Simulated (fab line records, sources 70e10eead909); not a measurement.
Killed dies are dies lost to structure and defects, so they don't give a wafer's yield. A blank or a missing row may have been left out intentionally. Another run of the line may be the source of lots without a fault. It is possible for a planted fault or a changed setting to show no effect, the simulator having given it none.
Which of the tools did it?    flow nand_harc    Sampling: 11 lots, 33 wafers, 5 of 1302 route steps

== WHAT EACH GAUGE READ, for each wafer ==
NHARC_END_SORT_01.
lot   measured      on         killed_at_array  killed_at_other  killed_at_periphery  killed_dies  killed_open  killed_short
L185  day 33 12:59  prober-02  672 41 42        0 3 1            5 4 3                677 48 46    2 5 1        0 1 1

== WHICH TOOL RAN EACH LOT (tool, then ch and the chambers of the sampled wafers, then the start) ==
lot   NHARC_A_STAIRCASE_STRIP_171           NHARC_A_STAIRCASE_TRIM_14           NHARC_A_STAIRCASE_ETCH_15                    NHARC_A_STAIRCASE_TRIM_24
L165  plasma_asher-02 ch 1, day 15 22:51    rie_diel-05 ch 0,1,2, day 16 00:34  rie_diel-05 ch 0,1,3, no start               rie_diel-05 ch 0,1,3, no start
L164  plasma_asher-01 ch 0,1, day 15 23:03  rie_diel-13 ch 0,1,3, day 16 00:51  rie_diel-13 ch 0,2,3, no start               rie_diel-13 ch 0,2,3, no start
L168  plasma_asher-02 ch 0,1, day 17 19:46  rie_diel-07 ch 0,2, day 17 21:47    rie_diel-07 ch 2,3, no start                 rie_diel-07 ch 0,2,3, no start
L170  plasma_asher-01 ch 0,1, day 18 21:01  rie_diel-07 ch 0,1, day 18 22:49    rie_diel-07 ch 1,2,3, no start               rie_diel-05 ch 1,3, no start
L172  plasma_asher-01 ch 0,1, day 19 08:05  rie_diel-05 ch 0,1,2, day 19 09:53  rie_diel-05 ch 0,1,2, no start               rie_diel-07 ch 1,3, no start
L171  plasma_asher-02 ch 0,1, day 19 08:09  rie_diel-13 ch 0,1,3, day 19 09:53  rie_diel-13 ch 2,3, no start                 rie_diel-13 ch 0,1, no start
L173  plasma_asher-01 ch 0,1, day 20 01:43  rie_diel-05 ch 0,2, day 20 03:20    rie_diel-05 ch 0,2,3, no start               rie_diel-13 ch 0,1,3, no start
L174  plasma_asher-02 ch 0,1, day 20 01:52  rie_diel-13 ch 0,3, day 20 03:36    rie_diel-13 ch 2,3, no start                 rie_diel-13 ch 0,3, no start
L175  plasma_asher-01 ch 0,1, day 20 15:09  rie_diel-05 ch 1,3, day 20 16:58    rie_diel-05 ch 1,3, no start                 rie_diel-13 ch 0,1, no start
L185  plasma_asher-01 ch 0,1, day 24 16:09  rie_diel-05 ch 0,1,3, day 24 18:00  rie_diel-05 ch 2,3, day 33 12:59 or earlier  rie_diel-05 ch 0,2,3, day 33 12:59 or earlier
L186  plasma_asher-01 ch 0, day 25 13:56    rie_diel-13 ch 2,3, day 25 15:37    rie_diel-13 ch 0,3, no start                 rie_diel-07 ch 0,1,3, no start
- NHARC_A_STAIRCASE_STRIP_171: strips in O2.
- NHARC_A_STAIRCASE_TRIM_14: chemistry O2, time 211.2 s.
- NHARC_A_STAIRCASE_ETCH_15: etches the open film in C4F8/O2, target depth 100 nm, time 40.5 s.
- NHARC_A_STAIRCASE_TRIM_24: chemistry O2, time 211.2 s.

== WHAT THE TOOLS THEMSELVES READ (means of the sampled wafers that have a number; where no wafer has one, the mark that the record gives instead) ==
NHARC_A_STAIRCASE_STRIP_171.
lot   tool             drypump_motor_current_A (A)  heater_power_w (W)  temp_c (C)
L165  plasma_asher-02  6.38                         310                 249.95
L164  plasma_asher-01  5.86                         378                 250.01
L168  plasma_asher-02  6.17                         323                 249.76
L170  plasma_asher-01  5.86                         381                 250.11
L172  plasma_asher-01  5.85                         363                 249.61
L171  plasma_asher-02  6.25                         325                 249.84
L173  plasma_asher-01  5.85                         362                 249.84
L174  plasma_asher-02  6.28                         325                 249.90
L175  plasma_asher-01  5.86                         361                 250.05
L185  plasma_asher-01  5.87                         374                 250.10
L186  plasma_asher-01  5.84                         359                 250.03

NHARC_A_STAIRCASE_TRIM_14.
lot   tool         drypump_motor_current_A (A)  oes_product_au (a.u.)  rf_vpp_V (V)  run_length_s (s)  showerhead_plenum_p_Torr (Torr)  throttle_valve_pct (%)
L165  rie_diel-05  5.7                          1.001                  57.9          233.3             3.68                             17.036
L164  rie_diel-13  6.3                          1.009                  58.1          232.7             3.46                             17.041
L168  rie_diel-07  6.0                          0.997                  57.1          232.8             3.34                             17.041
L170  rie_diel-07  6.0                          1.004                  56.8          232.5             3.29                             17.040
L172  rie_diel-05  5.7                          1.003                  58.2          232.8             3.67                             17.037
L171  rie_diel-13  6.3                          1.003                  57.6          232.8             3.45                             17.030
L173  rie_diel-05  5.9                          0.999                  58.1          233.1             3.65                             17.038
L174  rie_diel-13  6.2                          1.010                  57.2          232.6             3.35                             17.043
L175  rie_diel-05  5.5                          1.002                  57.5          232.5             3.54                             17.039
L185  rie_diel-05  5.7                          1.008                  58.0          202.4             3.59                             17.040
L186  rie_diel-13  6.2                          1.004                  58.2          232.7             3.62                             17.033

NHARC_A_STAIRCASE_ETCH_15.
lot   tool         oes_product_au (a.u.)  rf_vpp_V (V)
L165  rie_diel-05  0.943                  899
L164  rie_diel-13  0.954                  895
L168  rie_diel-07  0.929                  900
L170  rie_diel-07  0.949                  896
L172  rie_diel-05  0.942                  901
L171  rie_diel-13  0.942                  899
L173  rie_diel-05  0.953                  898
L174  rie_diel-13  0.949                  895
L175  rie_diel-05  0.935                  900
L185  rie_diel-05  0.950                  897
L186  rie_diel-13  0.944                  889

NHARC_A_STAIRCASE_TRIM_24.
lot   tool         drypump_motor_current_A (A)  oes_product_au (a.u.)  rf_vpp_V (V)  run_length_s (s)  showerhead_plenum_p_Torr (Torr)  throttle_valve_pct (%)
L165  rie_diel-05  5.7                          1.004                  58.5          232.8             3.62                             17.037
L164  rie_diel-13  6.3                          1.003                  58.0          232.6             3.51                             17.038
L168  rie_diel-07  6.1                          1.001                  57.9          232.5             3.49                             17.032
L170  rie_diel-05  5.5                          1.008                  57.9          232.5             3.63                             17.032
L172  rie_diel-07  6.0                          0.987                  58.1          232.6             3.59                             17.037
L171  rie_diel-13  6.5                          0.994                  57.5          232.9             3.46                             17.051
L173  rie_diel-13  6.3                          1.006                  57.7          233.0             3.45                             17.036
L174  rie_diel-13  6.4                          0.996                  57.6          232.7             3.35                             17.042
L175  rie_diel-13  6.5                          0.993                  57.2          233.0             3.45                             17.026
L185  rie_diel-05  5.7                          1.012                  58.2          232.7             3.56                             17.037
L186  rie_diel-07  6.0                          0.999                  57.9          232.6             3.59                             17.035

== THE ANSWER, worked out from the rows above alone ==
Rule: the usual values come from the lots themselves. The widest of any qualifying gaps counts: lots, ordered by their means at a reading, are off when they make up no more than a third of the lots, leave a main group of 4 or more, and stand apart from it by 3 or more times the standard deviation of that group's means. A main group whose means are all the same, to the digits that the tables above print for the reading, isn't used. Also off: a lot with no number at a reading for which 4 or more lots have one. Any other lot the step has rows for is counted as sound. Order of review: gauges by route order, followed by the tools' own readings, for which a lot's mean as printed above is used. At the first step where some lot is off, the reading lying furthest off is the one used; lots without a number count as furthest.
Off at NHARC_A_STAIRCASE_TRIM_14 (run_length_s): L185. For the main group the mean is 232.8 s and the standard deviation 0.24.
A tool fits if, at that step or a process step before it, it ran every lot that is off, and no sound lot after the first of them. One candidate fits, namely rie_diel-05 at NHARC_A_STAIRCASE_TRIM_14. Its last sound lot is L175 (day 20 16:58), its first lot that is off L185 (day 24 18:00): a fault that began between those two fits.
The tool's own readings at NHARC_A_STAIRCASE_TRIM_14 bear it out: on the lots that are off they differ by more than 5 times the standard deviation of the sound lots' means. run_length_s reads 202.4 s there against 232.8 s on the sound lots.

== WHAT THE SIMULATOR HAD PUT IN ==
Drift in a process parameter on rie_diel-05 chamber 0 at NHARC_A_STAIRCASE_TRIM_14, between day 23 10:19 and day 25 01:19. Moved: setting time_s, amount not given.
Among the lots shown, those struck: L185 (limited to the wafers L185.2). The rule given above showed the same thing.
